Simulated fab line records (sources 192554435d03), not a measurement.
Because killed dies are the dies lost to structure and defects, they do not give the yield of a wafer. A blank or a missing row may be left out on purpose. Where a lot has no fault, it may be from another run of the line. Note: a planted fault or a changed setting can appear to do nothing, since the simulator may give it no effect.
2 desks, one fault + flow n5 finfet + numbers are kept per desk, each desk with only its own; the story behind them comes last

== THE TOOL OWNER'S DESK: krf scanner-01 ==
The tool's own readings at N5_BEOL_M15_EXPOSE_25 (exposes mask M15, target cd 400 nm): means of the sampled wafers that have a number, for each lot that ran on this tool. The brackets show how far a lot's mean lies from the usual mean; more than 4 standard deviations puts the lot out of limits, marked OUT.
Columns: A = exposure dose mJ cm2 at N5_BEOL_M15_EXPOSE_25, usual 35.48; B = focus offset nm at N5_BEOL_M15_EXPOSE_25, usual -0.1 nm; C = stage vel mm s at N5_BEOL_M15_EXPOSE_25, usual 499.96 mm/s
| lot  | first seen here | A     | B    | C      |
|------|-----------------|-------|------|--------|
| L191 | day 12 07:20    | 35.47 | -0.7 | 499.75 |
| L202 | day 16 01:32    | 35.53 | 0.3  | 499.88 |
| L204 | day 16 12:02    | 35.50 | -0.1 | 499.91 |
| L203 | day 16 18:43    | 35.48 | -0.3 | 499.86 |
| L209 | day 17 15:56    | 35.48 | -0.1 | 499.90 |
| L206 | day 17 22:59    | 35.51 | -0.1 | 500.10 |
| L211 | day 18 12:27    | 35.50 | -0.1 | 500.04 |
| L212 | day 19 03:58    | 35.48 | 0.1  | 499.88 |
| L213 | day 19 04:18    | 35.48 | -0.2 | 499.33 |
This desk found nothing out of limits on any of the 9 lots.

== THE METROLOGY DESK ==
What the gauges read for every lot (on any tool): the sampled wafers with a number, averaged. The brackets show how far a lot's mean lies from the usual mean; more than 4 standard deviations puts the lot out of limits, marked OUT.
Columns: A = cd nm at N5_BEOL_M15_CD_MEAS_28, usual 408.5 nm
| lot  | first seen here | A     |
|------|-----------------|-------|
| L190 | day 12 06:40    | 410.8 |
| L191 | day 12 07:29    | 410.4 |
| L202 | day 16 01:41    | 405.6 |
| L204 | day 16 12:13    | 412.0 |
| L203 | day 16 18:54    | 410.2 |
| L209 | day 17 16:06    | 405.8 |
| L206 | day 17 23:10    | 408.9 |
| L210 | day 18 02:22    | 408.8 |
| L211 | day 18 12:37    | 406.8 |
| L212 | day 19 04:08    | 410.2 |
| L213 | day 19 04:28    | 407.7 |
This desk found nothing out of limits on any of the 11 lots.

== BROUGHT TOGETHER ==
The desk of the tool owner found nothing out of limits.
Metrology desk: nothing out of limits seen.

== WHAT THE SIMULATOR PUT IN ==
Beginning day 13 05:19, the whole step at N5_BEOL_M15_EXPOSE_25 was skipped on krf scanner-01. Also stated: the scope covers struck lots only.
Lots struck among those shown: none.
